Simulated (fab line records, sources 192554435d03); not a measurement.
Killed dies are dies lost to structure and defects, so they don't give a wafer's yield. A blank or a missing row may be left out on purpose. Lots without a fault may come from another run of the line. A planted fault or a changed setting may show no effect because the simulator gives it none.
Chamber matching | flow n5_finfet | N5_BEOL_M12_ETCH_68 on rie_diel-06: 4 sister chambers
The step etches SOC in N2/H2, time 285 s. 16 wafers are shown with their chamber, then 8 later ones without.

WAFERS WITH THEIR CHAMBER
wafer  | chamber | drypump_motor_current_A (A) | showerhead_plenum_p_Torr (Torr) | throttle_valve_pct (%)
L082.3 | 2       | 6.2                         | 2.47                            | 17.7
L082.4 | 3       | 6.5                         | 2.64                            | 18.2
L082.5 | 2       | 6.2                         | 2.47                            | 17.7
L084.2 | 2       | 6.2                         | 2.47                            | 17.7
L084.3 | 1       | 5.9                         | 2.68                            | 17.2
L084.6 | 3       | 6.4                         | 2.64                            | 18.1
L086.1 | 2       | 6.2                         | 2.47                            | 17.7
L086.3 | 3       | 6.4                         | 2.64                            | 18.2
L086.5 | 1       | 5.9                         | 2.68                            | 17.2
L085.2 | 3       | 6.5                         | 2.64                            | 18.2
L085.5 | 1       | 5.9                         | 2.68                            | 17.2
L085.6 | 3       | 6.5                         | 2.64                            | 18.2
L089.1 | 1       | 5.9                         | 2.67                            | 17.3
L089.4 | 0       | 4.9                         | 2.72                            | 17.9
L089.5 | 2       | 6.2                         | 2.46                            | 17.7
L092.1 | 0       | 4.9                         | 2.72                            | 17.9

SIGNATURES (means of the wafers above)
reading                  | chamber 0 | chamber 1 | chamber 2 | chamber 3 | scatter within a chamber
drypump_motor_current_A  | 4.900     | 5.900     | 6.200     | 6.460     | 0.0316
showerhead_plenum_p_Torr | 2.7200    | 2.6775    | 2.4680    | 2.6400    | 0.00359
throttle_valve_pct       | 17.900    | 17.225    | 17.700    | 18.180    | 0.0359
Rule: a wafer's distance from a chamber is the root of the sum, over the readings, of the square of ((its reading less the chamber's mean) divided by the reading's scatter). The wafer belongs to the nearest chamber; if the next one is less than 2 further off, it can't be placed. The scatter: the root of (the sum of the squares of (reading less its chamber's mean) over the shown wafers, divided by (wafers less chambers)).

WAFERS WITHOUT THEIR CHAMBER
wafer  | drypump_motor_current_A (A) | showerhead_plenum_p_Torr (Torr) | throttle_valve_pct (%)
L092.2 | 5.9                         | 2.67                            | 17.3
L092.3 | 6.5                         | 2.63                            | 18.2
L095.2 | 4.9                         | 2.72                            | 17.9
L095.3 | 6.2                         | 2.46                            | 17.7
L095.4 | 5.9                         | 2.67                            | 17.3
L096.2 | 4.9                         | 2.71                            | 17.9
L096.4 | 4.9                         | 2.71                            | 17.9
L096.6 | 5.9                         | 2.66                            | 17.3

WHICH CHAMBER EACH WENT THROUGH
wafer  | from the rows above | in truth
L092.2 | 1                   | 1
L092.3 | 3                   | 3
L095.2 | 0                   | 0
L095.3 | 2                   | 2
L095.4 | 1                   | 1
L096.2 | 0                   | 0
L096.4 | 0                   | 0
L096.6 | 1                   | 1
Placed correctly: 8 of 8. Can't be placed from these rows: 0. Placed wrongly: 0.
